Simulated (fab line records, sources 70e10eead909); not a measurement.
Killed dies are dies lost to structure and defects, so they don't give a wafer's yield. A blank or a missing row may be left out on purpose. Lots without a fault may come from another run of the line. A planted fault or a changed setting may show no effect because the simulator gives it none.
fab line records | flow nand_harc
record lots=7 wafers=21 last_day=33
route steps=1302 shown A_BLC@1130 A_M0@1137 END@1302
lots that met no fault: from a run of the same line without faults
start_h: hours from the record's first day to the start of the lot's first wafer shown | wait_h: hours since the lot's step before | " the same as in the row above | L1.1+2: a row that stands for several wafers | - no value, or no start given | * or withheld: withheld | < > ~ a bound
route shown NAME@n: a module of which the file shows steps, and the number in the route of the first | usual: mean/standard deviation of fault-free wafers | same: alike in all rows | chamber/n: place in a boat | sites: the reading at each site | _std_site: their standard deviation | _edge_site: outer sites' mean less inner sites' | radius_mm: how far each site lies from the wafer's centre | mask NAME#n: copy n | behind: the tool/chamber that last shaped the wafer | hold: why the lot was held/for how many hours/how that ended | device: the transistor (n, p or np) that didn't switch | end of line: the same wafers' tests at the end of the route | a step without rows: its recipe alone | killed: dies lost to structure and defects at the first sort, not the wafer's yield | map: a wafer's dies, x killed, . not, _ none there
set.NAME: the setting as run; set.NAME@STEP: as run at that earlier step | model.NAME: the simulator's own value behind a step, which no gauge read
lots at some steps of the route; a table a step, a row a wafer
services: from which hour (start_h, from the record's first day; less than 0 if before it) a tool's chamber was out of use, for how many hours, and why
## steps
# step NHARC_A_BLC_PVD_32
# recipe target_thk_a=50 chamber_pressure_pa=5 power_w=5000 substrate_temp_c=200 time_s=17.7 material=Ti
# usual throttle_valve_pct=29.6/1.3
# columns lot.wafer tool chamber start_h wait_h throttle_valve_pct
L529.3 pvd_sputter-02 - - - 28.8
L529.4 " - " " 30.3
L529.6 " - " " 28.9
L539.2 pvd_sputter-01 - - - 29.1
L539.3 " - " " 29.7
L539.5 " - " " 29.0
L541.4 pvd_sputter-01 - - - 26.8
L541.3 " - " " 29.7
L541.6 " - " " 26.8
L543.2 pvd_sputter-02 - - - 31.2
L543.4 " - " " 29.2
L543.1 " - " " 29.7
L544.1 pvd_sputter-02 - - - 30.2
L544.3 " - " " 29.6
L544.6 " - " " 29.1
L551.2 pvd_sputter-03 - - - 28.4
L551.3 " - " " 30.9
L551.5 " - " " 29.0
L552.1 pvd_sputter-01 - - - 29.2
L552.2 " - " " 31.2
L552.5 " - " " 29.2
# step NHARC_A_BLC_ALD_23
# recipe target_thk_a=30 pulse_time_s=1 ald_cycles=150 temp_c=450 material=TiN
# usual heater_power_w=1051/50 precursor_pulse_height_rel=1.000/0.021
# columns lot.wafer tool chamber start_h wait_h heater_power_w precursor_pulse_height_rel
L529.3 ald_metal-04 2 531.04 - 1045 1.021
L529.4 " 0 " " 1182 0.980
L529.6 " 2 " " 1045 0.990
L539.3 ald_metal-02 0 638.13 - 996 0.995
L539.2 " 1 " " 1046 1.027
L539.5 " 1 " " 1099 1.013
L541.4 ald_metal-01 3 649.82 - 1102 0.999
L541.3 " 0 " " 1031 1.001
L541.6 " 1 " " 990 1.007
L543.1 ald_metal-04 0 664.38 - 1081 1.029
L543.2 " 2 " " 1073 0.969
L543.4 " 3 " " 1067 0.991
L544.3 ald_metal-04 1 670.20 - 1104 1.000
L544.1 " 2 " " 1088 0.972
L544.6 " 1 " " 1090 1.016
L551.3 ald_metal-02 0 740.42 - 1017 1.008
L551.2 " 1 " " 1066 1.012
L551.5 " 0 " " 1013 0.995
L552.1 ald_metal-04 3 741.42 - 1079 1.034
L552.2 " 2 " " 1102 1.000
L552.5 " 0 " " 1102 1.002
# step NHARC_A_BLC_CVD_24
# recipe target_thk_a=1500 temp_c=300 pressure_torr=40 wf6_flow_sccm=40 h2_flow_sccm=1600 ar_flow_sccm=1560 time_s=434 material=W
# usual heater_power_w=440/26 throttle_valve_pct=8.26/0.28
# columns lot.wafer tool chamber start_h wait_h heater_power_w throttle_valve_pct
L529.3 cvd_w-02 0 - - 424 8.47
L529.4 " 1 " " 399 7.85
L529.6 " 1 " " 398 7.85
L539.2 cvd_w-01 1 - - 466 8.56
L539.3 " 0 " " 435 8.70
L539.5 " 0 " " 438 8.29
L541.4 cvd_w-01 1 - - 470 8.26
L541.3 " 0 " " 456 8.39
L541.6 " 1 " " 459 8.40
L543.2 cvd_w-01 1 - - 467 8.62
L543.1 " 0 " " 440 8.69
L543.4 " 0 " " 438 8.45
L544.1 cvd_w-01 1 - - 479 8.41
L544.3 " 1 " " 457 8.46
L544.6 " 0 " " 442 8.30
L551.2 cvd_w-02 0 - - 454 8.06
L551.3 " 0 " " 463 7.84
L551.5 " 0 " " 453 8.02
L552.1 cvd_w-01 0 - - 440 8.22
L552.2 " 1 " " 477 8.25
L552.5 " 1 " " 488 8.20
# step NHARC_A_BLC_CMP_25
# recipe t_overpolish_s=30 target_thk_nm=150
# usual edge_zone_pressure_frac=1.000/0.0053 motor_current_A=11.9/1.1 overpolish_run_s=30.001/0.0093 slurry_flow_ml_min=150.0/0.44 time_to_endpoint_s=31.0/2.8
# columns lot.wafer tool chamber start_h wait_h edge_zone_pressure_frac motor_current_A overpolish_run_s slurry_flow_ml_min time_to_endpoint_s
L529.3 cmp-04 3 531.80 0.3 1.009 11.3 30.013 150.5 34.5
L529.4 " 0 " " 0.992 12.3 29.996 149.9 31.6
L529.6 " 2 " " 1.007 12.2 30.015 150.2 32.9
L539.2 cmp-04 0 640.04 0.5 1.005 12.2 29.997 150.3 28.2
L539.3 " 1 " " 0.999 12.3 29.988 149.1 28.9
L539.5 " 1 " " 1.009 13.4 29.986 149.4 28.7
L541.4 cmp-02 2 650.52 0.3 0.998 11.4 29.988 149.3 30.7
L541.3 " 3 " " 1.000 11.1 30.006 149.5 31.7
L541.6 " 2 " " 0.996 10.8 29.990 149.3 29.2
L543.1 cmp-04 0 665.14 0.4 0.992 12.3 30.006 150.4 30.4
L543.2 " 1 " " 1.001 13.1 29.999 149.5 27.8
L543.4 " 2 " " 0.996 11.6 29.987 149.9 30.0
L544.1 cmp-01 1 670.93 0.5 0.993 14.0 30.001 150.0 29.8
L544.3 " 3 " " 1.004 13.4 29.995 149.6 29.9
L544.6 " 2 " " 1.002 10.4 30.003 149.6 32.4
L551.2 cmp-01 3 741.17 0.5 1.009 13.1 29.985 149.9 31.6
L551.3 " 0 " " 0.996 12.5 29.986 151.1 29.8
L551.5 " 3 " " 1.013 13.7 30.016 150.0 31.6
L552.2 cmp-01 1 742.15 0.4 1.005 12.9 30.006 149.8 30.1
L552.1 " 2 " " 1.007 10.6 29.996 149.4 30.0
L552.5 " 1 " " 1.003 12.7 29.992 149.4 30.4
# step NHARC_A_BLC_SRD_27
# step NHARC_A_BLC_INSPECT_28
# usual raw_defect_count=527/140
# columns lot.wafer tool chamber start_h wait_h raw_defect_count
L529.3 defect_inspect-02 - 532.18 0.1 281
L529.4 " - " " 329
L529.6 " - " " 616
L539.2 defect_inspect-02 - 640.44 0.1 535
L539.3 " - " " 326
L539.5 " - " " 471
L541.3 defect_inspect-01 - 650.93 0.1 568
L541.4 " - " " 552
L541.6 " - " " 555
L543.1 defect_inspect-01 - 665.52 0.1 726
L543.2 " - " " 651
L543.4 " - " " 323
L544.1 defect_inspect-02 - 671.34 0.1 420
L544.3 " - " " 470
L544.6 " - " " 399
L551.2 defect_inspect-02 - 741.54 0.1 644
L551.3 " - " " 933
L551.5 " - " " 524
L552.1 defect_inspect-01 - 742.56 0.1 447
L552.2 " - " " 319
L552.5 " - " " 646
# step NHARC_A_M0_DEP_00
# recipe target_thk_a=1500 target_thk_nm=150 temp_c=withheld pressure_torr=5 flow_sccm=200 rf_w=600 material=SiOC
# step NHARC_A_M0_DEHYDRATE_01
# recipe temp_c=150 time_s=120
# step NHARC_A_M0_HMDS_02
# recipe time_s=30
# step NHARC_A_M0_COAT_33
# recipe temp_c=200 time_s=65
# step NHARC_A_M0_COAT_03
# recipe spin_rpm=1500 resist_thk_nm=90
# step NHARC_A_M0_SOFTBAKE_04
# recipe temp_c=105 time_s=55
# usual heater_power_total_W=188.45/0.14
# columns lot.wafer tool chamber start_h wait_h heater_power_total_W
L529.3 litho_track-01 0 532 - 188.55
L529.4 " 0 " " 188.30
L529.6 " 0 " " 188.76
L539.2 litho_track-04 0 640 - 188.51
L539.3 " 0 " " 188.42
L539.5 " 0 " " 188.44
L541.3 litho_track-04 0 651 - 199.57
L541.4 " 0 " " 199.79
L541.6 " 0 " " 199.53
L543.1 litho_track-04 0 666 - 199.70
L543.2 " 0 " " 199.65
L543.4 " 0 " " 199.55
L544.1 litho_track-04 0 671 - 199.46
L544.3 " 0 " " 199.67
L544.6 " 0 " " 199.58
L551.2 litho_track-01 0 742 - 188.33
L551.3 " 0 " " 188.32
L551.5 " 0 " " 188.48
L552.1 litho_track-01 0 743 - 188.47
L552.2 " 0 " " 188.45
L552.5 " 0 " " 188.67
# step NHARC_A_M0_EBR_05
# step NHARC_END_SORT_01
# recipe temp_c=25
# usual defect_limited_yield=90.9/2.8 killed_at_array=57/20 killed_at_other=1.3/1.4 killed_at_periphery=3.4/2.4 killed_dies=61/19 killed_open=2.9/1.8 killed_short=2.5/1.6
# same gross_dies=677
# columns lot.wafer tool chamber start_h wait_h defect_limited_yield[%] killed_at_array killed_at_other killed_at_periphery killed_dies killed_open killed_short
L529.3 prober-02 0 578.65 3.1 97.3 17 0 1 18 3 0
L529.4 prober-02 0 579.46 3.4 96.3 22 0 3 25 4 2
L529.6 prober-02 0 581.08 4.1 96.9 21 0 0 21 3 1
L539.2 prober-01 0 680.70 2.8 91.0 59 0 2 61 5 1
L539.3 prober-01 0 681.49 3.1 90.3 60 0 6 66 4 1
L539.5 prober-01 0 683.08 3.7 88.8 74 0 2 76 1 2
L541.3 prober-01 0 692.29 3.1 91.4 54 3 1 58 2 2
L541.4 prober-01 0 693.08 3.4 90.4 54 5 6 65 3 0
L541.6 prober-01 0 694.67 4.0 90.7 57 1 5 63 3 3
L543.1 prober-01 0 705.14 2.4 90.8 62 0 0 62 1 0
L543.2 prober-01 0 705.95 2.8 90.5 59 1 4 64 0 3
L543.4 prober-01 0 707.58 3.4 91.7 54 0 2 56 3 1
L551.2 prober-02 0 785.21 2.8 90.8 58 2 2 62 2 4
L551.3 prober-02 0 786.01 3.1 89.7 68 2 0 70 2 3
L551.5 prober-02 0 787.60 3.7 88.2 76 1 3 80 2 3
# killed by level:class
L529.3 A_CHANNEL_HOLE_D2:chamber_film_flake=10 P_CONTACT:geometric_particle:open=1 A_DECK1_JOINT:geometric_particle:open=1 A_M0:geometric_particle:open=1 A_ZERO_WELL:chamber_film_flake=1 A_CHANNEL_HOLE_D1:chamber_film_flake=1 A_CHANNEL_FILL_D2:chamber_film_flake=1 A_WL_FILL:chamber_film_flake=1
L529.4 A_CHANNEL_HOLE_D2:chamber_film_flake=9 A_DECK1_JOINT:chamber_film_flake=2 A_CHANNEL_FILL_D2:chamber_film_flake=2 A_BONDPAD:chamber_film_flake=2 P_CONTACT:geometric_particle:open=1 A_ONON_D1:geometric_particle:open=1 A_CHANNEL_FILL_D1:geometric_particle:short=1 A_CHANNEL_FILL_D1:geometric_particle:open=1
L529.6 A_CHANNEL_HOLE_D2:chamber_film_flake=9 A_STAIRCASE:chamber_film_flake=5 A_BLC:geometric_particle:open=2 A_STAIRCASE:geometric_particle:open=1 A_WL_FILL:geometric_particle:short=1 A_DECK1_JOINT:chamber_film_flake=1 A_CHANNEL_FILL_D2:chamber_film_flake=1 A_CONTACT:chamber_film_flake=1
L539.2 A_CHANNEL_HOLE_D1:chamber_film_flake=30 A_CHANNEL_HOLE_D2:chamber_film_flake=13 A_CONTACT:chamber_film_flake=7 A_WL_FILL:geometric_particle:open=2 A_ZERO_WELL:chamber_film_flake=2 P_CONTACT:geometric_particle:open=1 A_CHANNEL_FILL_D2:geometric_particle:open=1 A_WL_FILL:geometric_particle:short=1
L539.3 A_CHANNEL_HOLE_D1:chamber_film_flake=27 A_CHANNEL_HOLE_D2:chamber_film_flake=18 A_CONTACT:chamber_film_flake=5 A_STAIRCASE:chamber_film_flake=4 P_ZERO_WELL:chamber_film_flake=3 A_M1:chamber_film_flake=3 P_GATE:geometric_particle:open=1 P_CONTACT:geometric_particle:open=1
L539.5 A_CHANNEL_HOLE_D1:chamber_film_flake=40 A_CHANNEL_HOLE_D2:chamber_film_flake=17 A_CONTACT:chamber_film_flake=7 A_SLIT:chamber_film_flake=5 A_CHANNEL_FILL_D1:geometric_particle:short=1 A_CHANNEL_FILL_D1:geometric_particle:open=1 A_M0:geometric_particle:short=1 P_ZERO_WELL:chamber_film_flake=1
L541.3 A_SLIT:chamber_film_flake=33 A_STAIRCASE:chamber_film_flake=6 A_CHANNEL_HOLE_D1:chamber_film_flake=5 THIN_TSV:chamber_film_flake=3 A_CHANNEL_FILL_D2:chamber_film_flake=2 A_DECK1_JOINT:geometric_particle:open=1 A_ONON_D2:geometric_particle:short=1 A_SGD_CUT:geometric_particle:short=1
L541.4 A_SLIT:chamber_film_flake=33 A_CHANNEL_HOLE_D1:chamber_film_flake=9 THIN_TSV:chamber_film_flake=5 A_STAIRCASE:chamber_film_flake=4 A_CONTACT:chamber_film_flake=4 P_GATE:chamber_film_flake=3 P_M2:chamber_film_flake=2 P_M0:geometric_particle:open=1
L541.6 A_SLIT:chamber_film_flake=32 A_CHANNEL_HOLE_D1:chamber_film_flake=10 P_GATE:chamber_film_flake=3 A_WL_FILL:geometric_particle:short=2 P_STI:chamber_film_flake=2 A_CHANNEL_FILL_D2:chamber_film_flake=2 A_STAIRCASE:chamber_film_flake=2 A_WL_FILL:chamber_film_flake=2
L543.1 A_CHANNEL_HOLE_D1:chamber_film_flake=39 A_CHANNEL_HOLE_D2:chamber_film_flake=15 A_STAIRCASE:chamber_film_flake=3 A_DECK1_JOINT:chamber_film_flake=2 A_SLIT:chamber_film_flake=2 A_SGD_CUT:geometric_particle:open=1
L543.2 A_CHANNEL_HOLE_D1:chamber_film_flake=27 A_CHANNEL_HOLE_D2:chamber_film_flake=22 A_STAIRCASE:chamber_film_flake=3 P_M0:chamber_film_flake=2 A_SLIT:chamber_film_flake=2 A_CHANNEL_FILL_D1:geometric_particle:short=1 A_STAIRCASE:geometric_particle:short=1 P_STI:chamber_film_flake=1
L543.4 A_CHANNEL_HOLE_D1:chamber_film_flake=24 A_CHANNEL_HOLE_D2:chamber_film_flake=19 A_CHANNEL_FILL_D1:geometric_particle:open=2 P_GATE:chamber_film_flake=2 A_STAIRCASE:chamber_film_flake=2 A_SLIT:chamber_film_flake=2 A_ONON_D1:geometric_particle:short=1 A_BLC:geometric_particle:open=1
L551.2 A_CHANNEL_HOLE_D2:chamber_film_flake=25 A_SLIT:chamber_film_flake=21 A_CHANNEL_FILL_D1:geometric_particle:short=2 A_CONTACT:chamber_film_flake=2 THIN_TSV:chamber_film_flake=2 P_M1:geometric_particle:open=1 A_ONON_D2:geometric_particle:short=1 A_CHANNEL_HOLE_D2:geometric_particle:short=1
L551.3 A_SLIT:chamber_film_flake=32 A_CHANNEL_HOLE_D2:chamber_film_flake=24 A_CHANNEL_HOLE_D1:chamber_film_flake=2 A_STAIRCASE:chamber_film_flake=2 THIN_TSV:chamber_film_flake=2 A_ONON_D1:geometric_particle:open=1 A_CHANNEL_HOLE_D2:geometric_particle:short=1 A_CHANNEL_FILL_D2:geometric_particle:short=1
L551.5 A_SLIT:chamber_film_flake=34 A_CHANNEL_HOLE_D2:chamber_film_flake=26 A_CONTACT:chamber_film_flake=3 A_BLC:chamber_film_flake=3 P_STI:chamber_film_flake=2 A_STAIRCASE:chamber_film_flake=2 P_M1:geometric_particle:open=1 A_SOURCE_PLATE:geometric_particle:short=1
## services
# columns tool chamber start_h hours kind
pvd_sputter-01 - 527.98 5.3 repair
cmp-04 - 536.91 4.3 repair
cvd_w-01 - 547.02 13.0 pm
litho_track-04 - 553.00 7.0 pm
cmp-01 - 558.87 1.4 repair
cmp-01 - 564.31 5.2 repair
pvd_sputter-01 - 582.00 10.0 pm
cmp-01 - 584.33 1.9 repair
cmp-01 - 590.08 4.0 pm
cmp-01 - 599.78 0.9 repair
cmp-04 - 601.17 4.0 pm
ald_metal-04 - 604.32 1.0 repair
ald_metal-04 1 606.40 1.7 repair
cvd_w-01 0 619.05 10.6 repair
pvd_sputter-02 - 638.00 10.0 pm
ald_metal-04 - 652.00 10.0 pm
ald_metal-04 2 676.81 3.5 repair
litho_track-01 - 680.00 7.0 pm
cmp-04 - 686.19 0.9 repair
cmp-01 - 688.08 4.0 pm
cmp-04 - 699.17 4.0 pm
litho_track-04 - 728.00 7.0 pm
cvd_w-01 - 728.02 13.0 pm
pvd_sputter-01 - 730.29 0.8 repair
## key
first_sign step=NHARC_A_M0_SOFTBAKE_04 reading=heater_power_total_W direction=up sigmas=82 usual=* struck=*
effect none on later readings
met_at NHARC_A_M0_SOFTBAKE_04
struck_wafers L541.3,L541.4,L541.6,L543.1,L543.2,L543.4,L544.1,L544.3,L544.6
onset_between 640 651
fault kind=process_parameter_drift tool=litho_track-04 chamber=- onset_h=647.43 steps=NHARC_A_M0_SOFTBAKE_04 channel=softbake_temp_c offset=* shape=step end_h=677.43 acts_in=* stated=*
